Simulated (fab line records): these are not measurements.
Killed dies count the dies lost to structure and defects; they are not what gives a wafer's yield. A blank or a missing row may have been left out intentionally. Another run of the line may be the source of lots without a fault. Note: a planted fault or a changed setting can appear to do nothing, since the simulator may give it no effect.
Which of the tools did it?    flow n5 finfet    Sampling: 9 lots, 26 wafers, 5 of 1938 route steps

== WHAT EACH GAUGE READ, for each wafer ==
N5_MOL_CONTACT_COAG_CD_MEAS_99: the cd target is 17.2 nm. Usual: cd nm at 17.1 nm, with a standard deviation of 0.34.
lot   measured      on         cd nm (nm)      flag
L900  day 4 21:02   cd sem-01  17.4 17.4 17.5  
L901  day 5 05:11   cd sem-02  17.1 17.1 17.0  
L902  day 5 19:06   cd sem-03  17.5 17.1 17.2  
L908  day 6 20:16   cd sem-01  17.1 17.0       
L914  day 8 03:22   cd sem-03  17.1 17.1 18.0  
L919  day 9 14:29   cd sem-02  17.2 17.5 17.0  
L920  day 10 01:28  cd sem-03  17.5 17.4 17.5  
L922  day 10 06:19  cd sem-03  17.6 17.9 17.2  
L923  day 10 11:08  cd sem-02  17.3 17.3 16.9  

N5_BEOL_M4_RC_MEAS_101. Usual: DIBL_N 35.9 mV/V, standard deviation 1.4; DIBL_P 35.9 mV/V, standard deviation 1.7; IOFF_N 0.160 nA/um, standard deviation 0.026; IOFF_P 0.21 nA/um, standard deviation 0.036; ION_N 672 uA/um, standard deviation 11; ION_P 461 uA/um, standard deviation 8.1; RC_DENSE_N 19.1 ohm.um, standard deviation 0.51; RC_DENSE_P 23.9 ohm.um, standard deviation 0.64; RC_N 15.6 ohm.um, standard deviation 0.41; RC_P 19.5 ohm.um, standard deviation 0.51; REXT_N 75.3 ohm.um, standard deviation 1.6; REXT_P 101.0 ohm.um, standard deviation 2.3; SS_N 71.4 mV/dec, standard deviation 0.54; SS_P 73.2 mV/dec, standard deviation 0.67; VT_N 249.3 mV, standard deviation 2.7; VT_P -250 mV, standard deviation 3.9.
lot   measured      on         DIBL_N (mV/V)   DIBL_P (mV/V)   IOFF_N (nA/um)     IOFF_P (nA/um)  ION_N (uA/um)  ION_P (uA/um)  RC_DENSE_N (ohm.um)  RC_DENSE_P (ohm.um)  RC_N (ohm.um)   RC_P (ohm.um)   REXT_N (ohm.um)  REXT_P (ohm.um)    SS_N (mV/dec)   SS_P (mV/dec)   VT_N (mV)          VT_P (mV)       flag
L900  day 7 17:38   prober-01  35.5 34.1 34.8  35.6 33.7 34.4  0.172 0.148 0.159  0.26 0.23 0.24  685 678 681    473 478 474    18.9 19.1 18.3       23.7 24.4 23.4       15.5 15.8 15.0  19.3 19.7 19.0  74.8 74.6 73.3   102.4 103.5 102.0  71.3 71.3 71.0  73.5 73.0 72.9  250.0 248.9 248.9  -243 -246 -244  
L901  day 8 04:54   prober-01  34.3 38.8 36.5  33.6 39.7 35.2  0.129 0.233 0.155  0.19 0.29 0.22  660 687 672    462 468 457    19.0 18.8 19.4       23.8 23.8 24.3       15.6 15.4 15.7  19.7 19.4 19.8  75.4 76.1 75.4   101.1 102.1 102.1  71.6 72.8 72.1  72.8 74.8 73.3  250.5 243.2 251.0  -248 -244 -247  
L902  day 9 00:26   prober-01  34.8 36.4 32.5  34.6 37.3 32.9  0.127 0.172 0.114  0.20 0.26 0.19  660 683 669    460 474 470    18.7 19.1 19.0       23.3 23.6 23.4       15.3 15.5 15.3  18.9 19.3 19.1  75.0 75.8 74.5   100.5 99.1 100.2   71.4 71.5 70.7  71.7 73.3 72.3  253.8 250.2 250.5  -248 -246 -247  
L908  day 10 06:51  prober-02  34.8 36.5       35.2 36.9       0.132 0.172        0.16 0.20       662 670        450 459        26.9 24.9            34.0 31.3            21.7 20.2       27.5 25.5       85.8 84.1        111.5 109.7        71.3 70.6       73.0 73.3       249.8 248.2        -256 -251       OFF
L914  day 11 14:25  prober-01  35.7 35.4 36.0  36.0 35.7 36.0  0.171 0.163 0.169  0.24 0.23 0.24  692 673 684    476 466 470    18.7 18.6 18.4       23.0 23.0 23.0       15.2 15.0 14.9  18.6 18.8 18.7  73.2 73.6 73.4   97.1 98.8 97.9     71.6 71.1 72.0  72.6 72.9 72.7  245.1 247.9 247.9  -247 -244 -246  
L919  day 13 00:23  prober-01  35.5 37.5 35.4  35.9 38.4 35.7  0.162 0.193 0.156  0.25 0.28 0.24  663 680 667    465 472 462    18.3 18.3 19.0       22.9 23.0 24.0       14.8 14.9 15.4  18.7 18.8 19.2  73.4 72.4 73.4   101.5 101.0 101.7  72.1 72.4 71.2  72.7 74.2 72.8  249.5 248.3 249.9  -243 -244 -248  
L920  day 13 21:21  prober-02  36.1 37.1 37.0  34.4 36.0 36.6  0.142 0.142 0.158  0.15 0.17 0.18  664 643 674    450 441 450    18.8 18.9 18.6       23.5 23.8 23.5       15.4 15.4 15.2  19.4 19.4 19.0  75.7 76.3 75.2   101.2 102.2 102.8  70.9 71.9 71.8  72.8 73.1 73.2  249.5 253.3 248.2  -258 -254 -255  
L922  day 13 21:41  prober-01  36.2 35.4 34.2  37.0 37.1 34.5  0.186 0.171 0.136  0.23 0.22 0.18  670 690 660    458 465 451    18.5 18.7 19.2       23.1 23.5 24.1       15.2 15.3 15.8  18.8 18.9 19.5  75.3 75.2 76.4   95.9 97.5 98.0     72.1 71.6 71.1  73.9 74.4 72.8  245.1 248.0 251.7  -248 -250 -253  
L923  day 14 04:16  prober-02  36.1 35.0 38.2  36.2 35.4 39.4  0.149 0.136 0.190  0.18 0.17 0.24  665 678 675    456 459 462    18.6 18.6 19.2       23.2 23.1 23.6       15.2 15.1 15.7  18.9 19.0 19.5  74.6 74.2 75.8   100.4 100.5 101.8  71.0 70.9 71.5  72.9 73.7 74.2  252.6 253.1 249.5  -253 -255 -248  

== TOOL THAT RAN EACH LOT (tool first, then ch and the chambers of the sampled wafers, then the start) ==
lot   N5_GATE_CUT_CMP_23             N5_MOL_CONTACT_COAG_CONTACT_ETCH_14  N5_MOL_CONTACT_COAG_ETCH_110
L900  cmp-03 ch 0,3, day 4 18:50     rie diel-05 ch 1,2, day 4 20:50      rie diel-05 ch 1,2, day 4 20:55
L901  cmp-04 ch 0,2,3, day 5 03:25   rie diel-01 ch 2,3, day 5 04:59      rie diel-01 ch 2,3, day 5 05:04
L902  cmp-04 ch 0,1,2, day 5 17:16   rie diel-01 ch 0,2,3, day 5 18:53    rie diel-01 ch 0,2,3, day 5 18:59
L908  cmp-04 ch 2, day 6 18:27       rie diel-01 ch 0,3, day 6 20:04      rie diel-01 ch 0,3, day 6 20:09
L914  cmp-01 ch 0,1, day 8 01:31     rie diel-06 ch 0,1,2, day 8 03:09    rie diel-06 ch 0,1,2, day 8 03:14
L919  cmp-04 ch 1,2,3, day 9 12:21   rie diel-06 ch 0,2,3, day 9 14:16    rie diel-06 ch 0,2,3, day 9 14:22
L920  cmp-03 ch 1,2,3, day 9 22:58   rie diel-05 ch 0,1, day 10 01:15     rie diel-05 ch 0,1, day 10 01:21
L922  cmp-03 ch 0,2, day 10 04:29    rie diel-01 ch 0,1,2, day 10 06:05   rie diel-01 ch 0,1,2, day 10 06:11
L923  cmp-01 ch 0,1,2, day 10 09:19  rie diel-06 ch 0,2, day 10 10:56     rie diel-06 ch 0,2, day 10 11:01
- N5_GATE_CUT_CMP_23: polishes, stops on SiO2, t overpolish 23.4 s, target thk 16 nm.
- N5_MOL_CONTACT_COAG_CONTACT_ETCH_14: etches SiO2 in C4F6/O2, target depth 27.5 nm, overetch 8.5 nm, time 20 s.
- N5_MOL_CONTACT_COAG_ETCH_110: etches Si in CF4/O2, target depth 2.5 nm, time 8 s.

== AS READ BY THE TOOLS THEMSELVES (means over the sampled wafers that have a number; for cases with no such wafer, the mark the record gives instead) ==
N5_GATE_CUT_CMP_23. Usual: motor current A 8.9 A, standard deviation 1; overpolish run s 23.400 s, standard deviation 0.0091; time to endpoint s 19.9 s, standard deviation 2.5.
lot   tool    motor current A (A)  overpolish run s (s)  time to endpoint s (s)  flag
L900  cmp-03  9.5                  23.410                17.6                    
L901  cmp-04  8.2                  23.397                21.9                    
L902  cmp-04  9.1                  23.405                18.3                    
L908  cmp-04  9.9                  23.404                19.0                    
L914  cmp-01  8.8                  23.395                23.3                    
L919  cmp-04  9.2                  23.395                21.7                    
L920  cmp-03  9.2                  23.406                17.8                    
L922  cmp-03  10.0                 23.391                17.8                    
L923  cmp-01  8.7                  23.402                20.7                    

N5_MOL_CONTACT_COAG_CONTACT_ETCH_14. Usual: value, then standard deviation, for each; drypump motor current A 5.7 A / 0.44; oes_f_703_au 0.74 a.u. / 0.053; oes product au 0.63 a.u. / 0.047; rf vpp V 692 V / 4; run length s 43.3 s / 0.5; showerhead plenum p Torr 2.87 Torr / 0.11; throttle valve pct 21.34 % / 0.16.
lot   tool         drypump motor current A (A)  oes_f_703_au (a.u.)  oes product au (a.u.)  rf vpp V (V)  run length s (s)  showerhead plenum p Torr (Torr)  throttle valve pct (%)  flag
L900  rie diel-05  5.9                          0.70                 0.59                   687           43.0              2.76                             21.47                   
L901  rie diel-01  5.7                          0.72                 0.62                   693           43.5              2.90                             21.22                   
L902  rie diel-01  5.7                          0.75                 0.64                   693           43.7              2.92                             21.16                   
L908  rie diel-01  5.3                          0.77                 0.76                   694           40.2              2.90                             21.20                   OFF
L914  rie diel-06  5.8                          0.73                 0.62                   692           43.1              2.86                             21.38                   
L919  rie diel-06  5.8                          0.74                 0.64                   693           43.0              2.90                             21.27                   
L920  rie diel-05  6.2                          0.87                 0.73                   694           43.0              2.93                             21.49                   
L922  rie diel-01  6.0                          0.72                 0.62                   693           43.5              2.89                             21.26                   
L923  rie diel-06  5.9                          0.73                 0.63                   693           42.6              2.89                             21.27                   

N5_MOL_CONTACT_COAG_ETCH_110. Usual: value, then standard deviation, for each; cf4 flow sccm 100.0 sccm / 0.32; drypump motor current A 5.7 A / 0.44; oes_f_703_au 0.74 a.u. / 0.052; oes product au 0.74 a.u. / 0.057; rf vpp V 127.0 V / 2.1; showerhead plenum p Torr 2.21 Torr / 0.087; throttle valve pct 10.88 % / 0.18.
lot   tool         cf4 flow sccm (sccm)  drypump motor current A (A)  oes_f_703_au (a.u.)  oes product au (a.u.)  rf vpp V (V)  showerhead plenum p Torr (Torr)  throttle valve pct (%)  flag
L900  rie diel-05  99.8                  5.8                          0.70                 0.70                   127.8         2.12                             11.00                   
L901  rie diel-01  100.0                 5.6                          0.73                 0.72                   128.1         2.23                             10.82                   
L902  rie diel-01  99.9                  5.7                          0.76                 0.76                   127.6         2.25                             10.70                   
L908  rie diel-01  99.8                  5.4                          0.77                 0.77                   127.2         2.23                             10.65                   
L914  rie diel-06  99.8                  5.8                          0.74                 0.73                   127.2         2.21                             10.95                   
L919  rie diel-06  99.9                  5.8                          0.74                 0.74                   128.1         2.24                             10.85                   
L920  rie diel-05  100.2                 6.2                          0.87                 0.87                   126.0         2.26                             10.78                   
L922  rie diel-01  99.7                  6.0                          0.72                 0.72                   125.6         2.24                             10.88                   
L923  rie diel-06  100.0                 5.9                          0.73                 0.73                   126.8         2.24                             10.86                   

== THE ANSWER, worked out from the rows above alone ==
Rule: lot off if the mean of its wafers having a number is beyond 3 standard deviations from the usual mean. Also off: a lot with no number at a reading for which 4 or more lots have one. All remaining lots with rows at the step are treated as sound. Order of review: gauges by route order, followed by the tools' own readings, for which a lot's mean as printed above is used. At the first step where some lot is off, the reading lying furthest off is the one used; lots without a number count as furthest.
Off: L908, seen at N5_BEOL_M4_RC_MEAS_101 (RC_P).
A tool fits if, at a process step before that reading, it ran every lot that is off, and no sound lot after the first of them. The gauges at N5_BEOL_M4_RC_MEAS_101 aren't tried: what is off there is off at N5_MOL_CONTACT_COAG_CONTACT_ETCH_14 too, on other tools, and a gauge's error can't cause that. None of those tried fits.

== WHAT THE SIMULATOR HAD PUT IN ==
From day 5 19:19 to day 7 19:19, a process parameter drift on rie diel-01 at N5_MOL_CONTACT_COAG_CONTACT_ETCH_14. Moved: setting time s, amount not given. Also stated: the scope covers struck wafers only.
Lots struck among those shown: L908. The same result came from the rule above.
